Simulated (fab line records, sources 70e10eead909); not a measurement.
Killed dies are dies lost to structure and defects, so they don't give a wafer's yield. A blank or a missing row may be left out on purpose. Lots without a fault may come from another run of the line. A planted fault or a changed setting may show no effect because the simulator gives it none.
fab line records | flow nand_harc | part 1 of 2: steps 1 to 32 of 46
record lots=5 wafers=15 last_day=33
route steps=1302 shown P_ZERO_WELL@18
lots that met no fault: from a run of the same line without faults
start_h: hours from the record's first day to the start of the lot's first wafer shown | wait_h: hours since the lot's step before | " the same as in the row above | L1.1+2: a row that stands for several wafers | - no value, or no start given | * or withheld: withheld | < > ~ a bound
route shown NAME@n: a module of which the file shows steps, and the number in the route of the first | usual: mean/standard deviation of fault-free wafers | same: alike in all rows | chamber/n: place in a boat | sites: the reading at each site | _std_site: their standard deviation | _edge_site: outer sites' mean less inner sites' | radius_mm: how far each site lies from the wafer's centre | mask NAME#n: copy n | behind: the tool/chamber that last shaped the wafer | hold: why the lot was held/for how many hours/how that ended | device: the transistor (n, p or np) that didn't switch | end of line: the same wafers' tests at the end of the route | a step without rows: its recipe alone | killed: dies lost to structure and defects at the first sort, not the wafer's yield | map: a wafer's dies, x killed, . not, _ none there
set.NAME: the setting as run; set.NAME@STEP: as run at that earlier step | model.NAME: the simulator's own value behind a step, which no gauge read
lots at some steps of the route; a table a step, a row a wafer
services: from which hour (start_h, from the record's first day; less than 0 if before it) a tool's chamber was out of use, for how many hours, and why
## steps
# step NHARC_P_ZERO_WELL_ETCH_62
# recipe target_depth_a=130 time_s=6.5 chf3_flow_sccm=50 ar_flow_sccm=200 rf_w=500 bias_w=200 chemistry=CHF3/Ar
# usual drypump_motor_current_A=5.8/0.42 oes_product_au=0.961/0.017 rf_vpp_V=369.5/2.6 showerhead_plenum_p_Torr=2.30/0.11 throttle_valve_pct=20.216/0.0085
# columns lot.wafer tool chamber start_h wait_h drypump_motor_current_A oes_product_au rf_hours_counter_h rf_vpp_V showerhead_plenum_p_Torr throttle_valve_pct
L077.3 rie_diel-09 1 - - 5.8 0.959 25 374.4 2.48 20.231
L077.1 " 2 " " 6.0 0.964 25 367.9 2.24 20.211
L077.5 " 0 " " 5.8 0.945 - 367.6 2.21 20.213
L084.4 rie_diel-09 3 - - 5.5 0.945 47 367.2 2.18 20.215
L084.1 " 0 " " 5.8 0.951 52 366.7 2.20 20.211
L084.5 " 2 " " 6.0 0.957 - 369.5 2.23 20.221
L093.2 rie_diel-09 0 - - 5.8 0.925 18 367.1 2.19 20.218
L093.5 " 0 " " 5.9 0.928 - 367.4 2.19 20.219
L093.6 " 1 " " 5.9 0.946 - 374.7 2.46 20.211
L094.2 rie_diel-04 1 - - 5.0 0.992 9 367.9 2.20 20.218
L094.4 " 3 " " 5.4 0.968 8 369.4 2.32 20.221
L094.5 " 1 " " 5.0 0.993 - 367.5 2.20 20.213
L095.4 rie_diel-01 2 - - 5.8 0.962 6 371.5 2.43 20.221
L095.3 " 3 " " 6.8 0.961 4 367.6 2.19 20.212
L095.6 " 2 " " 5.8 0.955 - 371.8 2.43 20.230
# step NHARC_P_ZERO_WELL_ETCH_63
# recipe target_depth_a=1200 time_s=40.1 hbr_flow_sccm=150 cl2_flow_sccm=50 rf_w=400 icp_w=400 bias_w=100 chemistry=HBr/Cl2
# usual drypump_motor_current_A=5.70/0.29 hbr_flow_sccm=150.1/0.44 oes_product_au=1.001/0.0076 throttle_valve_pct=26.407/0.0092
# columns lot.wafer tool chamber start_h wait_h drypump_motor_current_A hbr_flow_sccm oes_product_au rf_hours_counter_h throttle_valve_pct
L077.3 rie_si-06 3 51.61 - 6.00 150.7 1.005 1.0 26.413
L077.1 " 0 " " 6.05 149.8 1.000 1.0 26.405
L077.5 " 2 " " 5.54 149.8 1.006 - 26.409
L084.1 rie_si-06 1 121.62 - 5.33 151.0 0.987 0.2 26.413
L084.4 " 3 " " 6.02 151.0 0.997 0.3 26.396
L084.5 " 1 " " 5.35 150.0 1.001 - 26.409
L093.2 rie_si-01 3 211.88 - 5.14 150.1 0.985 0.0 26.408
L093.6 " 1 " " 5.99 149.9 0.985 - 26.393
L093.5 " 2 " " 5.63 149.4 1.014 - 26.405
L094.2 rie_si-02 0 221.67 - 5.98 150.0 0.992 0.6 26.403
L094.4 " 2 " " 5.89 150.4 1.005 0.8 26.396
L094.5 " 0 " " 5.96 149.3 0.993 - 26.414
L095.4 rie_si-06 2 231.69 - 5.52 150.0 1.008 1.0 26.398
L095.3 " 3 " " 6.02 149.8 1.003 1.0 26.406
L095.6 " 0 " " 6.03 150.3 1.005 - 26.398
# step NHARC_P_ZERO_WELL_STRIP_15
# recipe time_s=900 temp_c=130 chemistry=SPM
# usual bath_guard_temp_C=130.0/0.53
# columns lot.wafer tool chamber start_h wait_h bath_guard_temp_C
L077.5 wet_bench-01 2 51.74 - 130.4
L077.3 " 3 " " 130.8
L077.1 " 5 " " 129.1
L084.1 wet_bench-09 5 121.78 - 130.0
L084.4 " 7 " " 130.3
L084.5 " 1 " " 129.9
L093.2 wet_bench-09 1 212.00 - 129.8
L093.6 " 2 " " 130.4
L093.5 " 4 " " 130.8
L094.2 wet_bench-01 1 221.82 - 130.1
L094.4 " 2 " " 130.2
L094.5 " 3 " " 130.9
L095.6 wet_bench-09 5 231.81 - 130.0
L095.3 " 6 " " 128.8
L095.4 " 1 " " 129.6
# step NHARC_P_ZERO_WELL_DEHYDRATE_16
# recipe temp_c=150 time_s=120
# columns lot.wafer tool chamber start_h wait_h
L077.1+3+5 litho_track-03 0 52.08 -
L084.1+4+5 litho_track-07 0 122.12 -
L093.2+5+6 litho_track-07 0 212.35 -
L094.2+4+5 litho_track-03 0 222.16 -
L095.3+4+6 litho_track-05 0 232.16 -
# step NHARC_P_ZERO_WELL_HMDS_17
# recipe time_s=30
# columns lot.wafer tool chamber start_h wait_h
L077.1+3+5 litho_track-03 0 - -
L084.1+4+5 litho_track-07 0 - -
L093.2+5+6 litho_track-07 0 - -
L094.2+4+5 litho_track-03 0 - -
L095.3+4+6 litho_track-05 0 - -
# step NHARC_P_ZERO_WELL_COAT_18
# recipe spin_rpm=withheld
# columns lot.wafer tool chamber start_h wait_h
L077.1+3+5 litho_track-03 0 - -
L084.1+4+5 litho_track-07 0 - -
L093.2+5+6 litho_track-07 0 - -
L094.2+4+5 litho_track-03 0 - -
L095.3+4+6 litho_track-05 0 - -
# step NHARC_P_ZERO_WELL_SOFTBAKE_19
# recipe temp_c=122 time_s=95
# columns lot.wafer tool chamber start_h wait_h
L077.1+3+5 litho_track-03 0 - -
L084.1+4+5 litho_track-07 0 - -
L093.2+5+6 litho_track-07 0 - -
L094.2+4+5 litho_track-03 0 - -
L095.3+4+6 litho_track-05 0 - -
# step NHARC_P_ZERO_WELL_EBR_20
# columns lot.wafer tool chamber start_h wait_h
L077.1+3+5 litho_track-03 0 - -
L084.1+4+5 litho_track-07 0 - -
L093.2+5+6 litho_track-07 0 - -
L094.2+4+5 litho_track-03 0 - -
L095.3+4+6 litho_track-05 0 - -
# step NHARC_P_ZERO_WELL_EXPOSE_21
# recipe na=0.6 target_cd_nm=720 dose_mj=22.31 mask_id=P_NWELL
# columns lot.wafer tool chamber start_h wait_h mask
L077.1+3+5 krf_scanner-03 0 52.35 - P_NWELL#0
L084.1+4+5 krf_scanner-03 0 122.27 - P_NWELL#0
L093.2+5+6 krf_scanner-03 0 212.62 - P_NWELL#0
L094.2+4+5 krf_scanner-02 0 222.44 - P_NWELL#0
L095.3+4+6 krf_scanner-04 0 232.45 - P_NWELL#0
# step NHARC_P_ZERO_WELL_PEB_22
# recipe peb_temp_c=118 peb_time_s=85
# columns lot.wafer tool chamber start_h wait_h
L077.1+3+5 litho_track-05 0 52.42 0.1
L084.1+4+5 litho_track-03 0 122.33 0.1
L093.2+5+6 litho_track-05 0 212.69 0.1
L094.2+4+5 litho_track-07 0 222.50 0.1
L095.3+4+6 litho_track-03 0 232.51 0.1
# step NHARC_P_ZERO_WELL_DEVELOP_23
# recipe time_s=70
# columns lot.wafer tool chamber start_h wait_h
L077.1+3+5 litho_track-05 0 - -
L084.1+4+5 litho_track-03 0 - -
L093.2+5+6 litho_track-05 0 - -
L094.2+4+5 litho_track-07 0 - -
L095.3+4+6 litho_track-03 0 - -
# step NHARC_P_ZERO_WELL_CD_MEAS_24
# recipe target_cd_nm=720 landing_energy_ev=500
# usual cd_nm=720.4/1.4
# columns lot.wafer tool chamber start_h wait_h cd_nm
L077.1 cd_sem-03 0 52.51 - 720.5
L077.3 " 0 " " 718.1
L077.5 " 0 " " 717.8
L084.1 cd_sem-03 0 122.42 - 721.2
L084.4 " 0 " " 720.6
L084.5 " 0 " " 720.7
L093.2 cd_sem-03 0 212.78 - 719.5
L093.5 " 0 " " 721.1
L093.6 " 0 " " 718.9
L094.2 cd_sem-02 0 222.59 - 723.5
L094.4 " 0 " " 720.9
L094.5 " 0 " " 722.2
L095.3 cd_sem-01 0 232.60 - 720.1
L095.4 " 0 " " 720.9
L095.6 " 0 " " 717.8
# step NHARC_P_ZERO_WELL_HARDBAKE_25
# recipe temp_c=125 time_s=80
# columns lot.wafer tool chamber start_h wait_h
L077.1+3+5 litho_track-03 0 52.59 -
L084.1+4+5 litho_track-03 0 122.50 -
L093.2+5+6 litho_track-07 0 212.86 -
L094.2+4+5 litho_track-03 0 222.67 -
L095.3+4+6 litho_track-05 0 232.68 -
# step NHARC_P_ZERO_WELL_DESCUM_26
# recipe time_s=3 o2_flow_sccm=200 ar_flow_sccm=0 bias_power_w=0 chemistry=O2
# usual drypump_motor_current_A=5.8/0.38 oes_product_au=1.000/0.0065 rf_vpp_V=57.6/0.84 showerhead_plenum_p_Torr=1.86/0.09 throttle_valve_pct=11.311/0.0093
# columns lot.wafer tool chamber start_h wait_h drypump_motor_current_A oes_product_au rf_hours_counter_h rf_vpp_V showerhead_plenum_p_Torr throttle_valve_pct
L077.3 rie_diel-01 0 52.67 - 5.3 0.988 7 57.3 1.89 11.306
L077.1 " 1 " " 5.8 0.992 7 56.9 1.87 11.310
L077.5 " 0 " " 5.4 0.992 - 56.6 1.89 11.292
L084.1 rie_diel-09 2 122.59 - 6.0 0.996 51 58.1 1.82 11.311
L084.4 " 1 " " 5.9 0.996 47 57.6 2.02 11.328
L084.5 " 3 " " 5.5 1.003 - 58.4 1.77 11.309
L093.2 rie_diel-01 0 212.95 - 5.4 1.001 0 57.6 1.87 11.316
L093.6 " 3 " " 6.9 1.001 - 57.2 1.78 11.319
L093.5 " 0 " " 5.4 1.005 - 57.4 1.87 11.290
L094.2 rie_diel-04 1 222.75 - 5.0 1.004 9 57.5 1.79 11.317
L094.4 " 3 " " 5.5 1.012 8 57.6 1.89 11.312
L094.5 " 1 " " 5.0 0.998 - 57.2 1.79 11.322
L095.3 rie_diel-01 0 232.75 - 5.4 1.009 6 56.2 1.87 11.306
L095.4 " 3 " " 6.8 1.002 4 60.3 1.78 11.308
L095.6 " 1 " " 5.8 0.985 - 58.0 1.85 11.297
# step NHARC_P_ZERO_WELL_IMPLANT_27
# recipe energy_kev=600 dose_cm2=1e+13 tilt_deg=7
# usual beam_on_s=10.02/0.19
# columns lot.wafer tool chamber start_h wait_h beam_on_s
L077.1 implanter-02 0 52.82 0.1 10.02
L077.3 " 0 " " 9.85
L077.5 " 0 " " 9.94
L084.1 implanter-01 0 122.73 0.1 10.03
L084.4 " 0 " " 9.81
L084.5 " 0 " " 10.01
L093.2 implanter-01 0 213.11 0.2 9.75
L093.5 " 0 " " 10.04
L093.6 " 0 " " 10.09
L094.2 implanter-01 0 222.93 0.2 9.83
L094.4 " 0 " " 9.89
L094.5 " 0 " " 10.16
L095.3 implanter-01 0 232.96 0.2 10.24
L095.4 " 0 " " 9.80
L095.6 " 0 " " 10.49
# step NHARC_P_ZERO_WELL_IMPLANT_57
# recipe energy_kev=250 dose_cm2=4e+12 tilt_deg=7
# usual beam_on_s=10.00/0.18
# columns lot.wafer tool chamber start_h wait_h beam_on_s
L077.1 implanter-02 0 52.99 0.1 10.12
L077.3 " 0 " " 9.79
L077.5 " 0 " " 9.88
L084.1 implanter-01 0 122.91 0.1 9.97
L084.4 " 0 " " 10.07
L084.5 " 0 " " 10.01
L093.2 implanter-01 0 213.29 0.1 9.73
L093.5 " 0 " " 9.84
L093.6 " 0 " " 10.06
L094.2 implanter-01 0 223.11 0.2 9.56
L094.4 " 0 " " 10.27
L094.5 " 0 " " 10.08
L095.3 implanter-01 0 233.14 0.1 10.14
L095.4 " 0 " " 10.05
L095.6 " 0 " " 9.95
# step NHARC_P_ZERO_WELL_IMPLANT_58
# recipe energy_kev=100 dose_cm2=2e+12 tilt_deg=7
# usual beam_on_s=10.00/0.19
# columns lot.wafer tool chamber start_h wait_h beam_on_s
L077.1 implanter-02 0 53.17 0.1 10.23
L077.3 " 0 " " 9.93
L077.5 " 0 " " 10.05
L084.1 implanter-01 0 123.09 0.2 10.24
L084.4 " 0 " " 10.31
L084.5 " 0 " " 10.21
L093.2 implanter-01 0 213.47 0.1 10.40
L093.5 " 0 " " 10.19
L093.6 " 0 " " 10.45
L094.2 implanter-01 0 223.30 0.2 10.09
L094.4 " 0 " " 9.92
L094.5 " 0 " " 9.78
L095.3 implanter-01 0 233.32 0.2 10.14
L095.4 " 0 " " 10.08
L095.6 " 0 " " 9.65
# step NHARC_P_ZERO_WELL_STRIP_28
# recipe time_s=840 temp_c=130 chemistry=SPM
# usual bath_guard_temp_C=130.0/0.47
# columns lot.wafer tool chamber start_h wait_h bath_guard_temp_C
L077.1 wet_bench-05 6 53.39 0.2 129.2
L077.5 " 0 " " 129.6
L077.3 " 1 " " 129.9
L084.5 wet_bench-01 2 123.32 0.1 130.1
L084.1 " 4 " " 129.6
L084.4 " 5 " " 129.0
L093.5 wet_bench-09 4 213.65 0.1 130.2
L093.6 " 0 " " 129.5
L093.2 " 1 " " 129.4
L094.4 wet_bench-01 3 223.48 0.1 130.9
L094.2 " 4 " " 129.5
L094.5 " 5 " " 129.2
L095.3 wet_bench-05 6 233.48 0.1 129.2
L095.6 " 0 " " 129.8
L095.4 " 1 " " 129.7
# step NHARC_P_ZERO_WELL_DEHYDRATE_29
# recipe temp_c=150 time_s=120
# columns lot.wafer tool chamber start_h wait_h
L077.1+3+5 litho_track-03 0 53.71 -
L084.1+4+5 litho_track-03 0 123.63 -
L093.2+5+6 litho_track-03 0 213.99 -
L094.2+4+5 litho_track-03 0 223.81 -
L095.3+4+6 litho_track-05 0 233.81 -
# step NHARC_P_ZERO_WELL_HMDS_30
# recipe time_s=30
# columns lot.wafer tool chamber start_h wait_h
L077.1+3+5 litho_track-03 0 - -
L084.1+4+5 litho_track-03 0 - -
L093.2+5+6 litho_track-03 0 - -
L094.2+4+5 litho_track-03 0 - -
L095.3+4+6 litho_track-05 0 - -
# step NHARC_P_ZERO_WELL_COAT_31
# recipe spin_rpm=withheld
# columns lot.wafer tool chamber start_h wait_h
L077.1+3+5 litho_track-03 0 - -
L084.1+4+5 litho_track-03 0 - -
L093.2+5+6 litho_track-03 0 - -
L094.2+4+5 litho_track-03 0 - -
L095.3+4+6 litho_track-05 0 - -
# step NHARC_P_ZERO_WELL_SOFTBAKE_32
# recipe temp_c=122 time_s=95
# columns lot.wafer tool chamber start_h wait_h
L077.1+3+5 litho_track-03 0 - -
L084.1+4+5 litho_track-03 0 - -
L093.2+5+6 litho_track-03 0 - -
L094.2+4+5 litho_track-03 0 - -
L095.3+4+6 litho_track-05 0 - -
# step NHARC_P_ZERO_WELL_EBR_33
# columns lot.wafer tool chamber start_h wait_h
L077.1+3+5 litho_track-03 0 - -
L084.1+4+5 litho_track-03 0 - -
L093.2+5+6 litho_track-03 0 - -
L094.2+4+5 litho_track-03 0 - -
L095.3+4+6 litho_track-05 0 - -
# step NHARC_P_ZERO_WELL_EXPOSE_34
# recipe na=0.6 target_cd_nm=720 dose_mj=22.31 mask_id=P_PWELL
# columns lot.wafer tool chamber start_h wait_h mask
L077.1+3+5 krf_scanner-02 0 53.86 - P_PWELL#0
L084.1+4+5 krf_scanner-03 0 123.78 - P_PWELL#0
L093.2+5+6 krf_scanner-02 0 214.26 - P_PWELL#0
L094.2+4+5 krf_scanner-02 0 223.96 - P_PWELL#0
L095.3+4+6 krf_scanner-04 0 234.09 - P_PWELL#0
# step NHARC_P_ZERO_WELL_PEB_35
# recipe peb_temp_c=118 peb_time_s=85
# columns lot.wafer tool chamber start_h wait_h
L077.1+3+5 litho_track-07 0 53.92 0.1
L084.1+4+5 litho_track-07 0 123.85 0.1
L093.2+5+6 litho_track-03 0 214.32 0.1
L094.2+4+5 litho_track-07 0 224.02 0.1
L095.3+4+6 litho_track-03 0 234.15 0.1
# step NHARC_P_ZERO_WELL_DEVELOP_36
# recipe time_s=70
# columns lot.wafer tool chamber start_h wait_h
L077.1+3+5 litho_track-07 0 - -
L084.1+4+5 litho_track-07 0 - -
L093.2+5+6 litho_track-03 0 - -
L094.2+4+5 litho_track-07 0 - -
L095.3+4+6 litho_track-03 0 - -
# step NHARC_P_ZERO_WELL_CD_MEAS_37
# recipe target_cd_nm=720 landing_energy_ev=500
# usual cd_nm=719.7/1.5
# columns lot.wafer tool chamber start_h wait_h cd_nm
L077.1 cd_sem-02 0 54.01 - 719.5
L077.3 " 0 " " 717.9
L077.5 " 0 " " 718.0
L084.1 cd_sem-03 0 123.94 - 718.8
L084.4 " 0 " " 721.3
L084.5 " 0 " " 720.3
L093.2 cd_sem-03 0 214.42 - 718.9
L093.5 " 0 " " 719.6
L093.6 " 0 " " 719.7
L094.2 cd_sem-03 0 224.12 - 721.4
L094.4 " 0 " " 720.1
L094.5 " 0 " " 719.2
L095.3 cd_sem-01 0 234.24 - 721.4
L095.4 " 0 " " 718.6
L095.6 " 0 " " 718.8
# step NHARC_P_ZERO_WELL_HARDBAKE_38
# recipe temp_c=125 time_s=80
# columns lot.wafer tool chamber start_h wait_h
L077.1+3+5 litho_track-05 0 54.09 -
L084.1+4+5 litho_track-07 0 124.02 -
L093.2+5+6 litho_track-07 0 214.50 -
L094.2+4+5 litho_track-05 0 224.20 -
L095.3+4+6 litho_track-03 0 234.32 -
# step NHARC_P_ZERO_WELL_DESCUM_39
# recipe time_s=3 o2_flow_sccm=200 ar_flow_sccm=0 bias_power_w=0 chemistry=O2
# usual drypump_motor_current_A=5.8/0.41 oes_product_au=0.999/0.0072 rf_vpp_V=57.6/0.91 showerhead_plenum_p_Torr=1.87/0.095 throttle_valve_pct=11.311/0.0099
# columns lot.wafer tool chamber start_h wait_h drypump_motor_current_A oes_product_au rf_hours_counter_h rf_vpp_V showerhead_plenum_p_Torr throttle_valve_pct
L077.1 rie_diel-01 2 54.17 - 5.8 0.999 9 57.0 2.00 11.313
L077.3 " 0 " " 5.4 0.993 7 57.7 1.89 11.297
L077.5 " 2 " " 5.8 1.016 - 57.6 2.00 11.291
L084.1 rie_diel-01 2 124.12 - 5.9 0.997 33 57.0 2.00 11.300
L084.4 " 0 " " 5.3 0.988 33 56.5 1.88 11.297
L084.5 " 1 " " 5.8 0.987 - 58.2 1.86 11.306
L093.2 rie_diel-04 1 214.60 - 5.0 1.003 5 57.1 1.80 11.306
L093.5 " 3 " " 5.5 0.998 - 58.0 1.89 11.308
L093.6 " 0 " " 5.7 0.991 - 57.9 2.05 11.296
L094.2 rie_diel-09 0 224.30 - 5.8 0.993 24 55.7 1.78 11.299
L094.4 " 1 " " 5.9 1.004 22 59.1 2.01 11.311
L094.5 " 3 " " 5.6 0.991 - 57.3 1.77 11.313
L095.4 rie_diel-04 2 234.41 - 5.4 1.006 11 55.5 1.81 11.309
L095.3 " 0 " " 5.7 0.999 14 58.3 2.05 11.320
L095.6 " 2 " " 5.4 1.002 - 57.3 1.81 11.311
# step NHARC_P_ZERO_WELL_IMPLANT_40
# recipe energy_kev=300 dose_cm2=1e+13 tilt_deg=7
# usual beam_on_s=9.99/0.21
# columns lot.wafer tool chamber start_h wait_h beam_on_s
L077.1 implanter-01 0 54.32 0.1 9.98
L077.3 " 0 " " 10.37
L077.5 " 0 " " 10.01
L084.1 implanter-02 0 124.27 0.1 10.35
L084.4 " 0 " " 10.20
L084.5 " 0 " " 10.21
L093.2 implanter-01 0 214.75 0.1 9.80
L093.5 " 0 " " 9.73
L093.6 " 0 " " 10.01
L094.2 implanter-02 0 224.45 0.1 9.87
L094.4 " 0 " " 10.27
L094.5 " 0 " " 10.05
L095.3 implanter-02 0 234.60 0.2 10.01
L095.4 " 0 " " 9.99
L095.6 " 0 " " 10.13
# step NHARC_P_ZERO_WELL_IMPLANT_59
# recipe energy_kev=120 dose_cm2=5e+12 tilt_deg=7
# usual beam_on_s=10.01/0.2
# columns lot.wafer tool chamber start_h wait_h beam_on_s
L077.1 implanter-01 0 54.51 0.2 10.11
L077.3 " 0 " " 10.02
L077.5 " 0 " " 9.81
L084.1 implanter-02 0 124.44 0.1 10.19
L084.4 " 0 " " 10.02
L084.5 " 0 " " 10.04
L093.2 implanter-01 0 214.94 0.2 10.17
L093.5 " 0 " " 10.00
L093.6 " 0 " " 10.17
L094.2 implanter-02 0 224.63 0.2 9.90
L094.4 " 0 " " 9.90
L094.5 " 0 " " 10.06
L095.3 implanter-02 0 234.78 0.1 10.02
L095.4 " 0 " " 10.10
L095.6 " 0 " " 10.24
# step NHARC_P_ZERO_WELL_IMPLANT_60
# recipe energy_kev=30 dose_cm2=2e+12 tilt_deg=7
# usual beam_on_s=10.03/0.19
# columns lot.wafer tool chamber start_h wait_h beam_on_s
L077.1 implanter-01 0 54.69 0.1 10.15
L077.3 " 0 " " 10.29
L077.5 " 0 " " 10.21
L084.1 implanter-02 0 124.63 0.2 10.00
L084.4 " 0 " " 9.93
L084.5 " 0 " " 9.89
L093.2 implanter-01 0 215.12 0.2 10.00
L093.5 " 0 " " 9.80
L093.6 " 0 " " 10.31
L094.2 implanter-02 0 224.81 0.2 10.08
L094.4 " 0 " " 9.94
L094.5 " 0 " " 10.13
L095.3 implanter-02 0 234.96 0.1 10.06
L095.4 " 0 " " 10.06
L095.6 " 0 " " 9.55
